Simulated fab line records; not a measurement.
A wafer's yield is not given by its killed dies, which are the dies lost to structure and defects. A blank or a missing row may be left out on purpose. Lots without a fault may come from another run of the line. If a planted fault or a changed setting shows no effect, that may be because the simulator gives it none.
Chamber matching -- flow nand harc -- pecvd-04 running NHARC_A_ONON_D2_DEP_33: 3 sister chambers
The step deposits SiO2, target thk 200 nm. 18 wafers are shown with their chamber, then 9 later ones without.

== WAFERS PAIRED WITH THEIR CHAMBERS ==
wafer,chamber,heater power w (W),throttle valve pct (%),chamber pressure Torr (Torr)
L076.2,2,518,15.9,6.515
L076.3,1,497,16.4,6.504
L076.6,0,543,16.3,6.516
L078.1,2,450,15.9,6.492
L078.4,2,458,16.0,6.495
L078.5,0,628,16.1,6.493
L080.3,0,506,16.2,6.465
L080.4,1,430,16.0,6.488
L080.5,0,517,16.1,6.486
L082.1,0,615,16.2,6.511
L082.5,1,456,16.6,6.505
L082.6,2,517,16.4,6.477
L083.3,0,503,16.3,6.511
L083.4,1,405,16.3,6.503
L083.6,2,489,16.0,6.487
L085.3,0,581,16.5,6.500
L085.5,0,578,16.0,6.510
L085.6,2,502,16.2,6.494

SIGNATURES (means of the wafers above)
reading,chamber 0,chamber 1,chamber 2,scatter within a chamber
heater power w,558.88,447.00,489.00,41.3
throttle valve pct,16.212,16.325,16.067,0.191
chamber pressure Torr,6.49900,6.50000,6.49333,0.0142
Rule: a wafer lies at a distance from a chamber equal to the root of the sum of squares, over the readings, of (its reading less the chamber's mean, divided by the reading's scatter). If the next closest chamber is less than 2 further off than the closest, the wafer can't be placed; otherwise it belongs to the closest. The scatter: take each reading less its chamber's mean, square it, sum over the shown wafers, divide by the number of wafers less the number of chambers, and take the root.

== WAFERS WHOSE CHAMBER IS MISSING ==
wafer,heater power w (W),throttle valve pct (%),chamber pressure Torr (Torr)
L087.2,406,16.3,6.501
L087.5,434,16.5,6.486
L087.6,547,16.7,6.507
L090.1,444,16.6,6.503
L090.2,519,16.4,6.495
L090.3,591,16.6,6.498
L095.2,453,17.2,6.515
L095.4,548,15.6,6.517
L095.5,470,17.1,6.504

== WHICH CHAMBER EACH ONE RAN IN ==
wafer,from the rows above,in truth
L087.2,can't be placed: 1 or 2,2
L087.5,can't be placed: 1 or 2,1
L087.6,can't be placed: 0 or 1 or 2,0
L090.1,can't be placed: 1 or 2 or 0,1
L090.2,can't be placed: 0 or 1 or 2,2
L090.3,can't be placed: 0 or 2 or 1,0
L095.2,can't be placed: 1 or 0 or 2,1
L095.4,can't be placed: 2 or 0 or 1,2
L095.5,can't be placed: 1 or 0 or 2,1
0 of 9 placed correctly. These rows do not allow placing 9 (true chamber among the candidates in 9). Placed wrongly: 0.
